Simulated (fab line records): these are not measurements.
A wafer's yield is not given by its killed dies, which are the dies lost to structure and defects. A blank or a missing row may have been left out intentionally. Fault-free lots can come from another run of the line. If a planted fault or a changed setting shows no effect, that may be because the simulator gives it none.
fab line records	flow nand_harc
record: lots: 7	wafers: 21	last_day: 30
route steps=1302 shown A_CONTACT@1052 END@1302
lots that met no fault: taken from a fault-free run of the same line
start_h: the number of hours between the record's first day and the start of the first shown wafer of the lot	wait_h: hours elapsed since this lot's preceding step	" same as the row above	L1.1+2: a row that stands for several wafers	- no value present, or no start provided	* or withheld: withheld	< > ~ a bound
route shown NAME@n: a module of which the file shows steps, and the number in the route of the first	usual: mean/standard deviation taken from wafers without a fault	same: alike in all rows	chamber/n: place in a boat	sites: readings site by site	_std_site: their standard deviation	_edge_site: the outer-site mean with the inner-site mean subtracted	radius_mm: for every site, how far away it sits from the centre of the wafer	mask NAME#n: copy n	behind: the last tool/chamber to shape the wafer	hold: why the lot went on hold/how many hours it stayed there/how the hold came to an end	device: which transistor (n, p or np) failed to switch	end of line: the same wafers' tests at the end of the route	for a step that has no rows: nothing shown but its recipe	killed: not the wafer's yield, but the dies lost to structure and defects at the first sort	map: a wafer's dies, marking killed ones x, the rest . and places with no die _
set.NAME: the setting as run; set.NAME@STEP: as run at that earlier step	model.NAME: the simulator's own value behind a step, which no gauge read
lots seen at some steps along the route; tables by step, rows by wafer
services: from which hour (start_h, from the record's first day; less than 0 if before it) a tool's chamber was out of use, for how many hours, and why
== steps ==
step: NHARC_A_CONTACT_ETCH_129
recipe: source_w: withheld	pressure_mtorr: 20	bias_v: 3000	time_s: 197	target_depth_a: 19180	ar_flow_sccm: withheld	c4f8_flow_sccm: withheld	o2_flow_sccm: withheld	chemistry: C4F8/O2/Ar
lot.wafer	tool	chamber	start_h	wait_h	rf_hours_counter_h
L441.1	har_cap_etch-02	0	539.92	0.1	94
L441.3	"	1	"	"	-
L441.6	"	0	"	"	-
L443.1	har_cap_etch-01	1	560.75	0.1	8
L443.4	"	0	"	"	-
L443.6	"	1	"	"	-
L445.2	har_cap_etch-03	0	593.93	0.2	60
L445.1	"	1	"	"	60
L445.3	"	1	"	"	-
L448.1	har_cap_etch-03	0	612.69	0.1	65
L448.4	"	0	"	"	-
L448.5	"	0	"	"	-
L449.2	har_cap_etch-02	1	635.60	0.1	113
L449.6	"	1	"	"	-
L449.5	"	0	"	"	-
L452.3	har_cap_etch-03	1	638.61	0.1	-
L452.6	"	0	"	"	-
L452.5	"	1	"	"	-
L454.1	har_cap_etch-01	1	663.26	0.1	25
L454.4	"	1	"	"	-
L454.5	"	0	"	"	-
step: NHARC_A_CONTACT_ETCH_130
recipe: source_w: withheld	pressure_mtorr: 20	bias_v: 3000	time_s: 197	target_depth_a: 19180	ar_flow_sccm: withheld	c4f8_flow_sccm: withheld	o2_flow_sccm: withheld	chemistry: C4F8/O2/Ar
step: NHARC_A_CONTACT_ETCH_131
recipe: source_w: withheld	pressure_mtorr: 20	bias_v: 3000	time_s: 197	target_depth_a: 19180	ar_flow_sccm: withheld	c4f8_flow_sccm: withheld	o2_flow_sccm: withheld	chemistry: C4F8/O2/Ar
lot.wafer	tool	chamber	start_h	wait_h	rf_hours_counter_h
L441.1	har_cap_etch-02	0	540.27	0.1	95
L441.3	"	1	"	"	-
L441.6	"	0	"	"	-
L443.1	har_cap_etch-01	1	561.22	0.2	8
L443.4	"	0	"	"	-
L443.6	"	1	"	"	-
L445.2	har_cap_etch-03	0	594.40	0.2	61
L445.1	"	1	"	"	61
L445.3	"	1	"	"	-
L448.1	har_cap_etch-03	0	613.04	0.1	65
L448.4	"	0	"	"	-
L448.5	"	0	"	"	-
L449.2	har_cap_etch-02	1	635.95	0.1	113
L449.6	"	1	"	"	-
L449.5	"	0	"	"	-
L452.3	har_cap_etch-03	1	638.96	0.1	-
L452.6	"	0	"	"	-
L452.5	"	1	"	"	-
L454.1	har_cap_etch-01	1	663.62	0.1	25
L454.4	"	1	"	"	-
L454.5	"	0	"	"	-
step: NHARC_A_CONTACT_ETCH_132
recipe: source_w: withheld	pressure_mtorr: 20	bias_v: 3000	time_s: 197	target_depth_a: 19240	ar_flow_sccm: withheld	c4f8_flow_sccm: withheld	o2_flow_sccm: withheld	chemistry: C4F8/O2/Ar
step: NHARC_A_CONTACT_ETCH_133
recipe: source_w: withheld	pressure_mtorr: 20	bias_v: 400	time_s: 374	target_depth_a: 16100	ar_flow_sccm: withheld	c4f8_flow_sccm: 11.5	o2_flow_sccm: 7.2	chemistry: C4F8/O2/Ar
lot.wafer	tool	chamber	start_h	wait_h	rf_hours_counter_h
L441.1	har_cap_etch-02	0	540.63	0.1	95
L441.3	"	1	"	"	-
L441.6	"	0	"	"	-
L443.1	har_cap_etch-01	1	561.70	0.2	9
L443.4	"	0	"	"	-
L443.6	"	1	"	"	-
L445.2	har_cap_etch-03	0	594.87	0.2	61
L445.1	"	1	"	"	61
L445.3	"	1	"	"	-
L448.1	har_cap_etch-03	0	613.44	0.2	66
L448.4	"	0	"	"	-
L448.5	"	0	"	"	-
L449.2	har_cap_etch-02	1	636.31	0.1	114
L449.6	"	1	"	"	-
L449.5	"	0	"	"	-
L452.3	har_cap_etch-03	1	639.43	0.3	-
L452.6	"	0	"	"	-
L452.5	"	1	"	"	-
L454.1	har_cap_etch-01	1	664.01	0.2	26
L454.4	"	1	"	"	-
L454.5	"	0	"	"	-
step: NHARC_A_CONTACT_ETCH_91
recipe: target_depth_a: 400	over_etch_frac: 0.5	time_s: 85.7	ion_energy_ev: 120	ch3f_flow_sccm: 50	o2_flow_sccm: 30	ar_flow_sccm: 200	rf_w: 500	bias_w: 100	chemistry: CH3F/O2
usual: bias_w: 100.00/0.29	drypump_motor_current_A: 6.0/0.39	oes_product_au: 0.94/0.032	rf_vpp_V: 244.7/1.6	showerhead_plenum_p_Torr: 2.48/0.11	throttle_valve_pct: 20.663/0.0091
same: over_etch_frac: 0.5
lot.wafer	tool	chamber	start_h	wait_h	bias_w	drypump_motor_current_A	oes_product_au	rf_hours_counter_h	rf_vpp_V	showerhead_plenum_p_Torr	throttle_valve_pct
L441.1	rie_diel-04	3	541.43	0.7	100.01	6.5	1.00	0	245.6	2.48	20.657
L441.3	"	0	"	"	100.09	5.8	0.99	0	244.1	2.37	20.658
L441.6	"	2	"	"	100.17	6.3	1.01	-	243.4	2.37	20.679
L443.1	rie_diel-04	1	562.65	0.9	99.60	6.6	0.93	3	246.3	2.64	20.669
L443.4	"	2	"	"	100.32	6.3	0.94	4	242.1	2.36	20.666
L443.6	"	3	"	"	99.63	6.5	0.94	-	244.9	2.47	20.682
L445.1	rie_diel-04	1	595.80	0.7	100.01	6.7	0.93	7	247.0	2.64	20.657
L445.3	"	2	"	"	99.95	6.3	0.92	8	243.7	2.36	20.680
L445.2	"	3	"	"	99.97	6.5	0.91	8	244.7	2.47	20.667
L448.4	rie_diel-01	2	614.16	0.5	99.70	5.9	0.92	13	243.7	2.42	20.662
L448.1	"	0	"	"	100.55	5.4	0.92	10	242.5	2.35	20.653
L448.5	"	2	"	"	99.71	5.9	0.92	-	245.0	2.42	20.664
L449.2	rie_diel-01	0	637.10	0.7	100.01	5.3	0.91	15	243.7	2.35	20.651
L449.6	"	0	"	"	99.61	5.3	0.91	-	244.1	2.35	20.659
L449.5	"	1	"	"	100.47	5.7	0.91	-	244.7	2.46	20.647
L452.3	rie_diel-06	1	640.18	0.7	99.95	5.7	0.93	40	245.8	2.57	20.684
L452.6	"	0	"	"	99.45	6.2	0.93	-	246.9	2.53	20.670
L452.5	"	1	"	"	100.07	5.8	0.92	-	246.2	2.57	20.650
L454.4	rie_diel-04	1	664.73	0.5	99.39	6.6	0.92	20	246.1	2.64	20.667
L454.1	"	2	"	"	99.66	6.4	0.92	21	243.1	2.36	20.671
L454.5	"	1	"	"	99.66	6.6	0.91	-	247.2	2.64	20.654
step: NHARC_A_CONTACT_ETCH_97
recipe: target_depth_a: 200	over_etch_frac: 0.5	time_s: 10	ion_energy_ev: 250	c4f6_flow_sccm: 25	o2_flow_sccm: 20	ar_flow_sccm: 500	rf_w: 600	bias_w: 500	chemistry: C4F6/O2
step: NHARC_A_CONTACT_CD_MEAS_80
usual: cd_nm: 289.5/0.86
lot.wafer	tool	chamber	start_h	wait_h	cd_nm
L441.1	cd_sem-03	-	541.63	-	288.7
L441.3	"	-	"	"	288.9
L441.6	"	-	"	"	288.7
L443.1	cd_sem-01	-	562.84	-	288.9
L443.4	"	-	"	"	288.9
L443.6	"	-	"	"	289.1
L445.1	cd_sem-01	-	596.02	-	288.9
L445.2	"	-	"	"	289.0
L445.3	"	-	"	"	289.1
L448.1	cd_sem-02	-	614.48	-	290.6
L448.4	"	-	"	"	290.8
L448.5	"	-	"	"	290.6
L449.2	cd_sem-02	-	637.32	-	290.1
L449.5	"	-	"	"	291.0
L449.6	"	-	"	"	290.2
L452.3	cd_sem-01	-	640.39	-	289.1
L452.5	"	-	"	"	289.1
L452.6	"	-	"	"	289.2
L454.1	cd_sem-03	-	664.94	-	290.8
L454.4	"	-	"	"	290.0
L454.5	"	-	"	"	289.5
step: NHARC_A_CONTACT_STRIP_103
recipe: n2_flow_sccm: 150	h2_flow_sccm: 150	ar_flow_sccm: 0	bias_w: 0	chemistry: N2/H2
step: NHARC_A_CONTACT_STRIP_104
recipe: cf4_flow_sccm: 100	chf3_flow_sccm: 30	ar_flow_sccm: 0	bias_w: 0	chemistry: CF4/CHF3
step: NHARC_A_CONTACT_STRIP_105
recipe: o2_flow_sccm: 400	cos_flow_sccm: 20	ar_flow_sccm: 0	bias_w: 0	chemistry: O2/COS
step: NHARC_A_CONTACT_ETCH_106
recipe: target_depth_a: 900	overetch_a: 90	time_s: 49.5	ion_energy_ev: 100	cf4_flow_sccm: 80	o2_flow_sccm: 20	ar_flow_sccm: 0	rf_w: 300	bias_w: 100	chemistry: CF4/O2
usual: bias_w: 100.0/0.31	cf4_flow_sccm: 79.99/0.26	drypump_motor_current_A: 6.1/0.38	oes_o_777_au: 1.000/0.0046	oes_product_au: 0.996/0.01	rf_vpp_V: 197.8/1.4	showerhead_plenum_p_Torr: 1.34/0.061	throttle_valve_pct: 13.397/0.0089
lot.wafer	tool	chamber	start_h	wait_h	bias_w	cf4_flow_sccm	drypump_motor_current_A	oes_o_777_au	oes_product_au	rf_hours_counter_h	rf_vpp_V	showerhead_plenum_p_Torr	throttle_valve_pct
L441.1	rie_diel-04	3	541.92	0.0	100.0	79.91	6.4	1.003	1.003	0	198.1	1.34	13.389
L441.3	"	2	"	"	99.7	79.71	6.4	1.002	1.005	0	196.7	1.28	13.386
L441.6	"	0	"	"	99.1	79.90	5.8	1.001	0.989	-	196.8	1.29	13.396
L443.4	rie_diel-04	2	563.14	0.1	100.2	80.01	6.3	1.002	1.004	4	196.9	1.28	13.413
L443.1	"	0	"	"	100.1	80.24	5.8	1.006	0.985	3	196.8	1.29	13.398
L443.6	"	1	"	"	100.3	79.71	6.6	0.993	0.997	-	198.9	1.44	13.394
L445.2	rie_diel-04	3	596.31	0.1	100.1	80.15	6.4	1.010	1.005	8	198.3	1.34	13.382
L445.3	"	1	"	"	99.7	79.96	6.6	0.997	0.987	7	199.4	1.44	13.400
L445.1	"	2	"	"	100.5	79.96	6.4	0.996	1.004	8	196.2	1.28	13.409
L448.1	rie_diel-04	2	614.80	0.1	99.8	80.26	6.3	1.002	0.987	11	196.2	1.28	13.419
L448.4	"	2	"	"	99.5	79.90	6.4	0.995	0.990	-	197.2	1.28	13.396
L448.5	"	3	"	"	99.6	79.76	6.4	0.999	1.003	-	198.3	1.34	13.389
L449.2	rie_diel-04	2	637.63	0.1	100.3	79.90	6.3	1.000	0.999	16	196.5	1.28	13.385
L449.5	"	3	"	"	99.9	80.38	6.4	1.007	1.001	-	197.9	1.34	13.391
L449.6	"	0	"	"	99.7	80.16	5.8	0.997	0.981	-	197.1	1.28	13.405
L452.3	rie_diel-04	0	640.69	0.1	99.9	79.91	5.8	1.005	0.973	14	196.3	1.28	13.406
L452.5	"	2	"	"	99.9	80.13	6.3	0.998	1.000	-	196.2	1.28	13.404
L452.6	"	3	"	"	100.3	80.12	6.4	1.002	1.006	-	199.4	1.34	13.386
L454.4	rie_diel-04	1	665.24	0.1	99.9	79.49	6.6	0.996	0.994	20	199.3	1.43	13.403
L454.1	"	2	"	"	99.6	80.03	6.3	0.996	1.004	21	196.9	1.28	13.398
L454.5	"	0	"	"	100.0	80.30	5.8	1.008	0.976	-	197.7	1.28	13.399
step: NHARC_A_CONTACT_STRIP_82
recipe: o2_flow_sccm: 500	ar_flow_sccm: 0	bias_w: 0	chemistry: O2
usual: bias_w: 0/0	chamber_pressure_mTorr: 60.00/0.053	drypump_motor_current_A: 6.1/0.39	oes_product_au: 0.997/0.011	rf_vpp_V: 57.9/0.87	showerhead_plenum_p_Torr: 3.55/0.16	throttle_valve_pct: 17.037/0.0092
lot.wafer	tool	chamber	start_h	wait_h	bias_w	chamber_pressure_mTorr	drypump_motor_current_A	oes_product_au	rf_hours_counter_h	rf_vpp_V	showerhead_plenum_p_Torr	throttle_valve_pct
L441.3	rie_diel-04	0	542.03	-	0	60.12	5.8	0.999	0	56.9	3.41	17.055
L441.1	"	1	"	"	0	60.04	6.6	1.000	0	59.6	3.79	17.034
L441.6	"	3	"	"	0	60.01	6.5	0.999	-	57.0	3.55	17.050
L443.4	rie_diel-04	2	563.24	-	0	60.02	6.4	1.004	4	57.4	3.40	17.048
L443.1	"	3	"	"	0	59.98	6.4	0.998	3	57.1	3.55	17.038
L443.6	"	2	"	"	0	60.03	6.4	1.006	-	58.6	3.40	17.038
L445.2	rie_diel-04	1	596.39	-	0	59.99	6.6	0.987	7	58.4	3.78	17.026
L445.1	"	3	"	"	0	60.00	6.5	1.006	8	58.5	3.55	17.042
L445.3	"	0	"	"	0	60.05	5.8	0.987	7	58.2	3.40	17.036
L448.1	rie_diel-04	1	614.97	-	0	60.05	6.6	0.990	11	59.7	3.78	17.030
L448.4	"	3	"	"	0	60.06	6.5	1.009	-	57.4	3.55	17.017
L448.5	"	1	"	"	0	60.11	6.6	0.998	-	57.5	3.78	17.034
L449.2	rie_diel-04	2	637.75	-	-	-	-	-	-	-	-	-
L449.6	"	0	"	"	-	-	-	-	-	-	-	-
L449.5	"	1	"	"	-	-	-	-	-	-	-	-
L452.3	rie_diel-04	3	640.84	-	-	-	-	-	-	-	-	-
L452.5	"	0	"	"	-	-	-	-	-	-	-	-
L452.6	"	1	"	"	-	-	-	-	-	-	-	-
L454.4	rie_diel-04	1	665.32	-	-	-	-	-	-	-	-	-
L454.1	"	3	"	"	-	-	-	-	-	-	-	-
L454.5	"	2	"	"	-	-	-	-	-	-	-	-
step: NHARC_A_CONTACT_STRIP_83
recipe: time_s: 600	temp_c: 30	chemistry: post_etch_residue_remover
step: NHARC_END_SORT_01
recipe: temp_c: 25
usual: killed_at_array: 55/15	killed_at_other: 1.0/1.2	killed_at_periphery: 3.4/2.2	killed_dies: 59/15	killed_open: 3.2/2	killed_short: 2.5/1.7
same: gross_dies: 677
lot.wafer	tool	chamber	start_h	wait_h	killed_at_array	killed_at_other	killed_at_periphery	killed_dies	killed_open	killed_short
L441.1	prober-02	0	599.35	2.5	53	1	4	58	4	2
L441.3	prober-02	0	600.90	3.1	49	0	3	52	3	2
L441.6	prober-02	0	603.23	3.9	52	0	1	53	5	0
L445.1	prober-01	0	654.48	2.5	84	0	2	86	7	5
L445.2	prober-01	0	655.28	2.8	60	1	3	64	1	1
L445.3	prober-01	0	656.07	3.1	68	0	2	70	4	2
L449.2	prober-01	0	697.02	2.8	671	3	3	677	4	4
L449.5	prober-01	0	699.42	3.7	674	1	2	677	8	1
L449.6	prober-01	0	700.22	4.0	675	1	1	677	2	2
L452.3	prober-02	0	698.01	3.1	674	0	3	677	7	3
L452.5	prober-02	0	699.64	3.7	670	1	6	677	4	3
L452.6	prober-02	0	700.45	4.1	676	0	1	677	5	1
L454.1	prober-01	0	719.10	2.5	671	1	5	677	1	5
L454.4	prober-01	0	721.54	3.4	672	0	5	677	0	1
L454.5	prober-01	0	722.35	3.7	669	0	8	677	3	6
killed by level:class
L441.1 A_SLIT:chamber_film_flake=24 A_CHANNEL_HOLE_D2:chamber_film_flake=8 A_CHANNEL_HOLE_D1:chamber_film_flake=7 A_CONTACT:chamber_film_flake=5 A_STAIRCASE:chamber_film_flake=4 A_CHANNEL_FILL_D1:chamber_film_flake=2 P_CONTACT:geometric_particle:open=1 P_CONTACT:geometric_particle:short=1
L441.3 A_SLIT:chamber_film_flake=30 A_CONTACT:chamber_film_flake=6 A_CHANNEL_HOLE_D2:chamber_film_flake=4 A_CHANNEL_HOLE_D1:chamber_film_flake=2 A_CHANNEL_FILL_D2:chamber_film_flake=2 P_CONTACT:geometric_particle:short=1 P_M0:geometric_particle:open=1 A_WL_FILL:geometric_particle:short=1
L441.6 A_SLIT:chamber_film_flake=30 A_CONTACT:chamber_film_flake=10 A_CHANNEL_FILL_D1:geometric_particle:open=3 A_CHANNEL_HOLE_D1:chamber_film_flake=3 A_CHANNEL_HOLE_D2:chamber_film_flake=2 A_STAIRCASE:chamber_film_flake=2 A_WL_FILL:geometric_particle:open=1 A_M0:geometric_particle:open=1
L445.1 A_CHANNEL_HOLE_D1:chamber_film_flake=37 A_SLIT:chamber_film_flake=25 A_CHANNEL_HOLE_D2:chamber_film_flake=8 A_SOURCE_PLATE:geometric_particle:open=2 A_ONON_D2:geometric_particle:short=2 A_M0:geometric_particle:short=2 A_STAIRCASE:chamber_film_flake=2 P_M0:geometric_particle:open=1
L445.2 A_SLIT:chamber_film_flake=27 A_CHANNEL_HOLE_D1:chamber_film_flake=17 A_CHANNEL_HOLE_D2:chamber_film_flake=9 A_CONTACT:chamber_film_flake=3 P_ZERO_WELL:chamber_film_flake=2 A_STAIRCASE:chamber_film_flake=2 A_DECK1_JOINT:geometric_particle:short=1 P_GATE:chamber_film_flake=1
L445.3 A_SLIT:chamber_film_flake=30 A_CHANNEL_HOLE_D1:chamber_film_flake=15 A_CHANNEL_HOLE_D2:chamber_film_flake=12 A_DECK1_JOINT:chamber_film_flake=2 A_STAIRCASE:chamber_film_flake=2 P_M0:geometric_particle:open=1 A_SOURCE_PLATE:geometric_particle:short=1 A_DECK1_JOINT:geometric_particle:open=1
L449.2 A_CONTACT:area_strip=612 A_SLIT:chamber_film_flake=35 A_CONTACT:chamber_film_flake=6 A_CHANNEL_FILL_D2:chamber_film_flake=3 A_STAIRCASE:chamber_film_flake=3 THIN_TSV:chamber_film_flake=3 A_ONON_D1:geometric_particle:short=2 P_GATE:chamber_film_flake=2
L452.3 A_CONTACT:area_strip=629 A_CHANNEL_HOLE_D1:chamber_film_flake=31 A_ONON_D1:geometric_particle:open=3 P_GATE:chamber_film_flake=2 A_CHANNEL_HOLE_D2:chamber_film_flake=2 A_STAIRCASE:chamber_film_flake=2 P_M0:geometric_particle:short=1 A_SOURCE_PLATE:geometric_particle:open=1
L449.5 A_CONTACT:area_strip=610 A_SLIT:chamber_film_flake=34 A_CHANNEL_FILL_D2:chamber_film_flake=7 A_CONTACT:chamber_film_flake=5 A_CHANNEL_HOLE_D1:chamber_film_flake=4 A_ONON_D1:geometric_particle:open=3 A_STAIRCASE:chamber_film_flake=3 P_GATE:geometric_particle:open=1
L452.5 A_CONTACT:area_strip=624 A_CHANNEL_HOLE_D1:chamber_film_flake=30 A_CHANNEL_HOLE_D2:chamber_film_flake=4 P_GATE:chamber_film_flake=3 A_CONTACT:chamber_film_flake=3 P_GATE:geometric_particle:open=2 A_ZERO_WELL:chamber_film_flake=2 A_CHANNEL_FILL_D2:chamber_film_flake=2
L449.6 A_CONTACT:area_strip=619 A_SLIT:chamber_film_flake=31 A_CHANNEL_FILL_D2:chamber_film_flake=5 A_CONTACT:chamber_film_flake=5 A_STAIRCASE:chamber_film_flake=4 A_CHANNEL_HOLE_D1:chamber_film_flake=3 A_ONON_D1:geometric_particle:open=1 A_CHANNEL_FILL_D1:geometric_particle:open=1
L452.6 A_CONTACT:area_strip=622 A_CHANNEL_HOLE_D1:chamber_film_flake=36 A_STAIRCASE:chamber_film_flake=3 A_WL_FILL:geometric_particle:open=2 A_ZERO_WELL:chamber_film_flake=2 A_CHANNEL_FILL_D2:chamber_film_flake=2 A_CONTACT:chamber_film_flake=2 A_M1:chamber_film_flake=2
L454.1 A_CONTACT:area_strip=639 A_CHANNEL_HOLE_D1:chamber_film_flake=18 P_CONTACT:chamber_film_flake=3 A_WL_FILL:geometric_particle:short=2 A_WL_FILL:chamber_film_flake=2 A_CONTACT:chamber_film_flake=2 A_ONON_D1:geometric_particle:short=1 A_DECK1_JOINT:geometric_particle:short=1
L454.4 A_CONTACT:area_strip=646 A_CHANNEL_HOLE_D1:chamber_film_flake=18 P_CONTACT:chamber_film_flake=5 A_SLIT:chamber_film_flake=3 A_ONON_D1:geometric_particle:short=1 A_CHANNEL_FILL_D1:chamber_film_flake=1 A_STAIRCASE:chamber_film_flake=1 A_WL_FILL:chamber_film_flake=1
L454.5 A_CONTACT:area_strip=644 A_CHANNEL_HOLE_D1:chamber_film_flake=13 P_CONTACT:chamber_film_flake=6 A_ONON_D1:geometric_particle:short=2 A_SLIT:chamber_film_flake=2 P_M0:geometric_particle:short=1 A_CHANNEL_FILL_D1:geometric_particle:open=1 A_CHANNEL_FILL_D1:geometric_particle:short=1
map L449.2 (x killed, . not)
____________x____________
_________xxxxxxx_________
_______xxxxxxxxxxx_______
______xxxxxxxxxxxxx______
_____xxxxxxxxxxxxxxx_____
____xxxxxxxxxxxxxxxxx____
____xxxxxxxxxxxxxxxxx____
___xxxxxxxxxxxxxxxxxxx___
___xxxxxxxxxxxxxxxxxxx___
__xxxxxxxxxxxxxxxxxxxxx__
__xxxxxxxxxxxxxxxxxxxxx__
_xxxxxxxxxxxxxxxxxxxxxxx_
_xxxxxxxxxxxxxxxxxxxxxxx_
_xxxxxxxxxxxxxxxxxxxxxxx_
_xxxxxxxxxxxxxxxxxxxxxxx_
_xxxxxxxxxxxxxxxxxxxxxxx_
xxxxxxxxxxxxxxxxxxxxxxxxx
xxxxxxxxxxxxxxxxxxxxxxxxx
xxxxxxxxxxxxxxxxxxxxxxxxx
xxxxxxxxxxxxxxxxxxxxxxxxx
xxxxxxxxxxxxxxxxxxxxxxxxx
_xxxxxxxxxxxxxxxxxxxxxxx_
_xxxxxxxxxxxxxxxxxxxxxxx_
_xxxxxxxxxxxxxxxxxxxxxxx_
_xxxxxxxxxxxxxxxxxxxxxxx_
_xxxxxxxxxxxxxxxxxxxxxxx_
__xxxxxxxxxxxxxxxxxxxxx__
__xxxxxxxxxxxxxxxxxxxxx__
___xxxxxxxxxxxxxxxxxxx___
___xxxxxxxxxxxxxxxxxxx___
____xxxxxxxxxxxxxxxxx____
____xxxxxxxxxxxxxxxxx____
_____xxxxxxxxxxxxxxx_____
______xxxxxxxxxxxxx______
_______xxxxxxxxxxx_______
_________xxxxxxx_________
____________x____________
map L452.3 (x killed, . not)
____________x____________
_________xxxxxxx_________
_______xxxxxxxxxxx_______
______xxxxxxxxxxxxx______
_____xxxxxxxxxxxxxxx_____
____xxxxxxxxxxxxxxxxx____
____xxxxxxxxxxxxxxxxx____
___xxxxxxxxxxxxxxxxxxx___
___xxxxxxxxxxxxxxxxxxx___
__xxxxxxxxxxxxxxxxxxxxx__
__xxxxxxxxxxxxxxxxxxxxx__
_xxxxxxxxxxxxxxxxxxxxxxx_
_xxxxxxxxxxxxxxxxxxxxxxx_
_xxxxxxxxxxxxxxxxxxxxxxx_
_xxxxxxxxxxxxxxxxxxxxxxx_
_xxxxxxxxxxxxxxxxxxxxxxx_
xxxxxxxxxxxxxxxxxxxxxxxxx
xxxxxxxxxxxxxxxxxxxxxxxxx
xxxxxxxxxxxxxxxxxxxxxxxxx
xxxxxxxxxxxxxxxxxxxxxxxxx
xxxxxxxxxxxxxxxxxxxxxxxxx
_xxxxxxxxxxxxxxxxxxxxxxx_
_xxxxxxxxxxxxxxxxxxxxxxx_
_xxxxxxxxxxxxxxxxxxxxxxx_
_xxxxxxxxxxxxxxxxxxxxxxx_
_xxxxxxxxxxxxxxxxxxxxxxx_
__xxxxxxxxxxxxxxxxxxxxx__
__xxxxxxxxxxxxxxxxxxxxx__
___xxxxxxxxxxxxxxxxxxx___
___xxxxxxxxxxxxxxxxxxx___
____xxxxxxxxxxxxxxxxx____
____xxxxxxxxxxxxxxxxx____
_____xxxxxxxxxxxxxxx_____
______xxxxxxxxxxxxx______
_______xxxxxxxxxxx_______
_________xxxxxxx_________
____________x____________
== services ==
tool	chamber	start_h	hours	kind
rie_diel-04	-	531.90	9.0	pm
rie_diel-04	0	531.90	9.0	vent_cycle
rie_diel-04	1	531.90	9.0	vent_cycle
rie_diel-04	2	531.90	9.0	vent_cycle
rie_diel-04	3	531.90	9.0	vent_cycle
rie_diel-04	0	540.90	-	clean
rie_diel-04	1	540.90	-	clean
rie_diel-04	2	540.90	-	clean
rie_diel-04	3	540.90	-	clean
rie_diel-04	3	540.90	-	consumable_replace:focus_ring
rie_diel-01	-	560.43	9.0	pm
rie_diel-04	-	564.49	1.0	repair
rie_diel-04	0	589.40	-	clean
rie_diel-04	1	589.40	-	clean
rie_diel-04	2	589.40	-	clean
rie_diel-04	3	589.40	-	clean
rie_diel-06	0	602.28	4.5	repair
rie_diel-04	0	613.90	-	clean
rie_diel-04	1	613.90	-	clean
rie_diel-04	2	613.90	-	clean
rie_diel-04	3	613.90	-	clean
rie_diel-04	0	614.54	6.1	repair
har_cap_etch-03	-	634.63	0.1	repair
rie_diel-04	0	638.40	-	clean
== key ==
first_sign: step: NHARC_A_CONTACT_STRIP_82	reading: tool_record	direction: missing
effect: step: NHARC_END_SORT_01	reading: killed_dies	direction: up	sigmas: 42	usual: 59	struck: 677
more_kills_born_at: NHARC_A_CONTACT_STRIP_82@rie_diel-04: 5645
met_at NHARC_A_CONTACT_STRIP_82
struck_wafers L449.2,L449.5,L449.6,L452.3,L452.5,L452.6,L454.1,L454.4,L454.5
later_rows_left_out L449.2,L449.5,L449.6,L452.3,L452.5,L452.6,L454.1,L454.4,L454.5
tester_left_out L449,L452,L454
onset_between 614.97 637.75
fault: kind: skipped_step_whole	tool: rie_diel-04	chamber: -	onset_h: 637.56	steps: NHARC_A_CONTACT_STRIP_82	scope: struck_lots_only
tester_left_out: of these lots the tester's yield and bins aren't shown, on N5 and GAA mostly nor the transistor test; their killed dies are dies lost to structure and defects alone, not to doping, threshold or leakage, so they don't give the yield
later_rows_left_out: the simulator's readings of these wafers behind a module that went badly wrong aren't trusted and aren't shown, but for the sort
